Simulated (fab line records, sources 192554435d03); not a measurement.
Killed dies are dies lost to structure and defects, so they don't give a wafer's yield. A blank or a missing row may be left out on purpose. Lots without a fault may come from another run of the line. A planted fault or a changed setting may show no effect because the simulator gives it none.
Which tool did it? | flow n5_finfet | 10 lots, 30 wafers sampled, at 5 steps of a route of 1938

WHAT THE GAUGES READ, wafer by wafer
N5_BEOL_M13_THK_MEAS_01.
lot  | measured     | on            | M13_ILD_THK (nm)
L222 | day 10 14:54 | film_metro-02 | 831 828 842
L224 | day 11 04:46 | film_metro-02 | 833 836 855
L227 | day 12 13:04 | film_metro-02 | 818 826 831
L230 | day 13 05:25 | film_metro-01 | 840 854 846
L235 | day 13 05:51 | film_metro-02 | 834 834 836
L241 | day 15 17:57 | film_metro-01 | 841 845 859
L243 | day 16 00:45 | film_metro-01 | 846 841 850
L242 | day 16 04:05 | film_metro-02 | 817 827 835
L245 | day 16 11:56 | film_metro-02 | 827 832 839
L244 | day 17 05:43 | film_metro-01 | 838 853 856

N5_BEOL_M13_INSPECT_12: inspects for defects (macro).
lot  | measured     | on                | raw_defect_count
L222 | day 10 15:15 | defect_inspect-02 | 3 1 3
L224 | day 11 05:08 | defect_inspect-02 | 2 2 4
L227 | day 12 13:32 | defect_inspect-01 | 2 1 2
L230 | day 13 05:47 | defect_inspect-01 | 2 1 1
L235 | day 13 06:12 | defect_inspect-02 | 1 3 2
L241 | day 15 18:26 | defect_inspect-02 | 2 2 1
L243 | day 16 01:07 | defect_inspect-01 | 1 0 0
L242 | day 16 04:26 | defect_inspect-01 | 0 4 0
L245 | day 16 12:25 | defect_inspect-02 | 3 0 1
L244 | day 17 06:05 | defect_inspect-01 | 4 2 0

N5_BEOL_M13_OVL_MEAS_29.
lot  | measured     | on         | M13_OVL (nm)
L222 | day 10 16:10 | overlay-01 | 2 -6 -4
L224 | day 11 06:10 | overlay-02 | -10 1 -1
L227 | day 12 14:43 | overlay-02 | -12 -3 -10
L230 | day 13 06:52 | overlay-02 | -3 0 -3
L235 | day 13 07:08 | overlay-02 | -5 -3 5
L241 | day 15 19:21 | overlay-02 | -1 -3 -3
L243 | day 16 02:25 | overlay-01 | 2 -1 0
L242 | day 16 05:31 | overlay-02 | -4 -1 -3
L245 | day 16 13:48 | overlay-02 | -2 -1 1
L244 | day 17 07:07 | overlay-02 | -7 1 -10

WHICH TOOL RAN EACH LOT (tool, then ch and the chambers of the sampled wafers, then the start)
lot  | N5_BEOL_M13_STRIP_63                 | N5_BEOL_M13_STRIP_64
L222 | plasma_asher-02 ch 0,1, day 10 15:37 | plasma_asher-02 ch 0,1, day 10 15:40
L224 | plasma_asher-01 ch 0,1, day 11 05:29 | plasma_asher-01 ch 0,1, day 11 05:32
L227 | plasma_asher-02 ch 0,1, day 12 14:02 | plasma_asher-02 ch 0,1, day 12 14:05
L230 | plasma_asher-02 ch 0,1, day 13 06:10 | plasma_asher-02 ch 0,1, day 13 06:14
L235 | plasma_asher-02 ch 0,1, day 13 06:34 | plasma_asher-02 ch 0,1, day 13 06:37
L241 | plasma_asher-02 ch 0,1, day 15 18:47 | plasma_asher-02 ch 0,1, day 15 18:50
L243 | plasma_asher-01 ch 0,1, day 16 01:45 | plasma_asher-01 ch 0,1, day 16 01:49
L242 | plasma_asher-02 ch 0,1, day 16 04:49 | plasma_asher-02 ch 0,1, day 16 04:53
L245 | plasma_asher-01 ch 0,1, day 16 13:07 | plasma_asher-01 ch 0,1, day 16 13:10
L244 | plasma_asher-01 ch 0,1, day 17 06:27 | plasma_asher-01 ch 0,1, day 17 06:31
- N5_BEOL_M13_STRIP_63: strips in N2/H2.
- N5_BEOL_M13_STRIP_64: strips in N2/H2.

WHAT THE TOOLS THEMSELVES READ (means of the sampled wafers that have a number; where no wafer has one, the mark that the record gives instead)
N5_BEOL_M13_STRIP_63.
lot  | tool            | chamber_pressure_mTorr (mTorr) | drypump_motor_current_A (A) | h2_flow_sccm (sccm) | heater_power_w (W) | oes_product_au (a.u.) | strip_time_to_endpoint_s (s)
L222 | plasma_asher-02 | 999.8                          | 5.9                         | 3248                | 302                | 0.674                 | 27.7
L224 | plasma_asher-01 | 1000.1                         | 5.4                         | 3264                | 343                | 0.672                 | 27.7
L227 | plasma_asher-02 | 999.3                          | 5.9                         | 3247                | 304                | 0.674                 | 28.5
L230 | plasma_asher-02 | 1000.8                         | 6.1                         | 3253                | 312                | 0.670                 | 27.5
L235 | plasma_asher-02 | 999.4                          | 5.9                         | 3251                | 305                | 0.676                 | 28.1
L241 | plasma_asher-02 | -                              | -                           | -                   | -                  | -                     | -
L243 | plasma_asher-01 | 1000.4                         | 5.3                         | 3245                | 366                | 0.670                 | 26.6
L242 | plasma_asher-02 | -                              | -                           | -                   | -                  | -                     | -
L245 | plasma_asher-01 | 999.8                          | 5.3                         | 3244                | 364                | 0.675                 | 27.3
L244 | plasma_asher-01 | 1000.7                         | 5.4                         | 3248                | 349                | 0.666                 | 27.3

N5_BEOL_M13_STRIP_64.
lot  | tool            | drypump_motor_current_A (A) | h2_flow_sccm (sccm) | heater_power_w (W) | oes_product_au (a.u.) | strip_time_to_endpoint_s (s)
L222 | plasma_asher-02 | 5.9                         | 3247                | 302                | 0.712                 | 31.31
L224 | plasma_asher-01 | 5.4                         | 3248                | 340                | 0.713                 | 31.30
L227 | plasma_asher-02 | 5.9                         | 3248                | 300                | 0.712                 | 31.13
L230 | plasma_asher-02 | 6.0                         | 3250                | 310                | 0.714                 | 31.34
L235 | plasma_asher-02 | 5.9                         | 3256                | 303                | 0.716                 | 31.36
L241 | plasma_asher-02 | 5.9                         | 3244                | 305                | 0.705                 | 51.20
L243 | plasma_asher-01 | 5.3                         | 3245                | 371                | 0.714                 | 31.16
L242 | plasma_asher-02 | 6.0                         | 3255                | 309                | 0.702                 | 52.90
L245 | plasma_asher-01 | 5.3                         | 3245                | 369                | 0.718                 | 31.29
L244 | plasma_asher-01 | 5.4                         | 3244                | 341                | 0.713                 | 31.38

THE ANSWER, worked out from the rows above alone
Rule: what is usual is taken from the lots themselves. Put in order of their means at a reading, lots are off if they are a third of the lots or fewer, leave a main group of 4 or more, and stand apart from it by a gap of 3 or more times the standard deviation of the main group's means; of several such gaps the widest counts. A main group whose means are all the same, to the digits that the tables above print for the reading, isn't used. A lot without any number at a reading at which 4 lots or more have one is off too. The other lots that the step has rows for count as sound. The gauges are gone through in route order, then the tools' own readings, and for those a lot's mean is taken as printed above. The first step at which some lot is off is used, and at that step the reading that is off furthest; a lot without a number counts as furthest.
Off: L241, L242, at N5_BEOL_M13_STRIP_63 (chamber_pressure_mTorr). Without a number there: L241, L242. The main group: mean 1000.0 mTorr, standard deviation 0.53.
A tool fits if, at that step or a process step before it, it ran every lot that is off, and no sound lot after the first of them. One fits: plasma_asher-02 at N5_BEOL_M13_STRIP_63. Its last sound lot is L235 (day 13 06:34), its first lot that is off L241 (day 15 18:47): a fault that began between those two fits.
Blank at N5_BEOL_M13_STRIP_63 on the lots that are off, where sound lots have numbers: chamber_pressure_mTorr, drypump_motor_current_A, h2_flow_sccm, heater_power_w, oes_product_au, strip_time_to_endpoint_s.

WHAT THE SIMULATOR HAD PUT IN
Skipped step whole: plasma_asher-02, from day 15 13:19 on, at N5_BEOL_M13_STRIP_63. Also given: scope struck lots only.
Lots struck among those shown: L241, L242. The rule above found the same.
